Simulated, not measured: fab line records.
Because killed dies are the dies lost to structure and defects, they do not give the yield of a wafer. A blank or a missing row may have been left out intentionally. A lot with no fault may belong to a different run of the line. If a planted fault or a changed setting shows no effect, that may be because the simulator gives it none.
Chamber matching || flow nandHarc || 4 sister chambers for NHARC_A_CONTACT_ALD_18 on aldMetal-04
The step deposits TiN, target thk 3 nm, pulse time 1 s, ald cycles 150. 18 wafers are shown with their chamber, then 9 later ones without.

== WAFERS, EACH WITH ITS CHAMBER ==
{"wafer": "L075.1", "chamber": 0, "heaterPowerW (W)": 1081, "precursorPulseHeightRel": 0.999}
{"wafer": "L075.2", "chamber": 1, "heaterPowerW (W)": 1084, "precursorPulseHeightRel": 1.051}
{"wafer": "L075.6", "chamber": 1, "heaterPowerW (W)": 1071, "precursorPulseHeightRel": 1.008}
{"wafer": "L077.1", "chamber": 2, "heaterPowerW (W)": 1033, "precursorPulseHeightRel": 0.994}
{"wafer": "L077.3", "chamber": 3, "heaterPowerW (W)": 1156, "precursorPulseHeightRel": 0.965}
{"wafer": "L077.5", "chamber": 3, "heaterPowerW (W)": 1183, "precursorPulseHeightRel": 1.035}
{"wafer": "L080.4", "chamber": 0, "heaterPowerW (W)": 1141, "precursorPulseHeightRel": 0.996}
{"wafer": "L080.5", "chamber": 3, "heaterPowerW (W)": 1184, "precursorPulseHeightRel": 1.008}
{"wafer": "L080.6", "chamber": 2, "heaterPowerW (W)": 1017, "precursorPulseHeightRel": 0.976}
{"wafer": "L081.1", "chamber": 3, "heaterPowerW (W)": 1171, "precursorPulseHeightRel": 0.985}
{"wafer": "L081.3", "chamber": 2, "heaterPowerW (W)": 1048, "precursorPulseHeightRel": 1.009}
{"wafer": "L081.6", "chamber": 1, "heaterPowerW (W)": 1064, "precursorPulseHeightRel": 1.031}
{"wafer": "L083.1", "chamber": 0, "heaterPowerW (W)": 1136, "precursorPulseHeightRel": 1.007}
{"wafer": "L083.2", "chamber": 3, "heaterPowerW (W)": 1176, "precursorPulseHeightRel": 0.987}
{"wafer": "L083.3", "chamber": 2, "heaterPowerW (W)": 1026, "precursorPulseHeightRel": 1.032}
{"wafer": "L085.1", "chamber": 0, "heaterPowerW (W)": 1136, "precursorPulseHeightRel": 1.000}
{"wafer": "L085.2", "chamber": 2, "heaterPowerW (W)": 1034, "precursorPulseHeightRel": 1.025}
{"wafer": "L085.5", "chamber": 1, "heaterPowerW (W)": 1058, "precursorPulseHeightRel": 0.993}

SIGNATURES (averages over the wafers above)
{"reading": "heaterPowerW", "chamber 0": 1123.50, "chamber 1": 1069.25, "chamber 2": 1031.60, "chamber 3": 1174.00, "scatter within a chamber": 16.6}
{"reading": "precursorPulseHeightRel", "chamber 0": 1.00050, "chamber 1": 1.02075, "chamber 2": 1.00720, "chamber 3": 0.99600, "scatter within a chamber": 0.0222}
Rule: a wafer lies at a distance from a chamber equal to the root of the sum of squares, over the readings, of (its reading less the chamber's mean, divided by the reading's scatter). The wafer belongs to the nearest chamber; if the next one is less than 2 further off, it can't be placed. The scatter is the square root of a quotient: the sum, over the shown wafers, of each reading's squared deviation from its chamber's mean, divided by wafers minus chambers.

== WAFERS WHOSE CHAMBER IS MISSING ==
{"wafer": "L089.1", "heaterPowerW (W)": 1176, "precursorPulseHeightRel": 1.008}
{"wafer": "L089.4", "heaterPowerW (W)": 1063, "precursorPulseHeightRel": 0.977}
{"wafer": "L089.5", "heaterPowerW (W)": 1141, "precursorPulseHeightRel": 1.014}
{"wafer": "L092.1", "heaterPowerW (W)": 1162, "precursorPulseHeightRel": 0.997}
{"wafer": "L092.3", "heaterPowerW (W)": 1053, "precursorPulseHeightRel": 0.997}
{"wafer": "L092.5", "heaterPowerW (W)": 1176, "precursorPulseHeightRel": 0.966}
{"wafer": "L094.2", "heaterPowerW (W)": 1181, "precursorPulseHeightRel": 0.985}
{"wafer": "L094.4", "heaterPowerW (W)": 1141, "precursorPulseHeightRel": 0.995}
{"wafer": "L094.5", "heaterPowerW (W)": 1149, "precursorPulseHeightRel": 0.990}

== WHICH CHAMBER EACH WENT THROUGH ==
{"wafer": "L089.1", "from the rows above": 3, "in truth": 3}
{"wafer": "L089.4", "from the rows above": "can't be placed: 1 or 2 or 0", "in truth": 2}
{"wafer": "L089.5", "from the rows above": "can't be placed: 0 or 3", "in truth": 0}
{"wafer": "L092.1", "from the rows above": "can't be placed: 3 or 0", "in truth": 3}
{"wafer": "L092.3", "from the rows above": "can't be placed: 2 or 1", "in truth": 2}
{"wafer": "L092.5", "from the rows above": 3, "in truth": 3}
{"wafer": "L094.2", "from the rows above": 3, "in truth": 3}
{"wafer": "L094.4", "from the rows above": "can't be placed: 0 or 3", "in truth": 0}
{"wafer": "L094.5", "from the rows above": "can't be placed: 3 or 0", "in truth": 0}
Correct placement for 3 of the 9. Not placeable from these rows: 6 (in 6, the candidates include the true chamber). 0 placed wrongly.
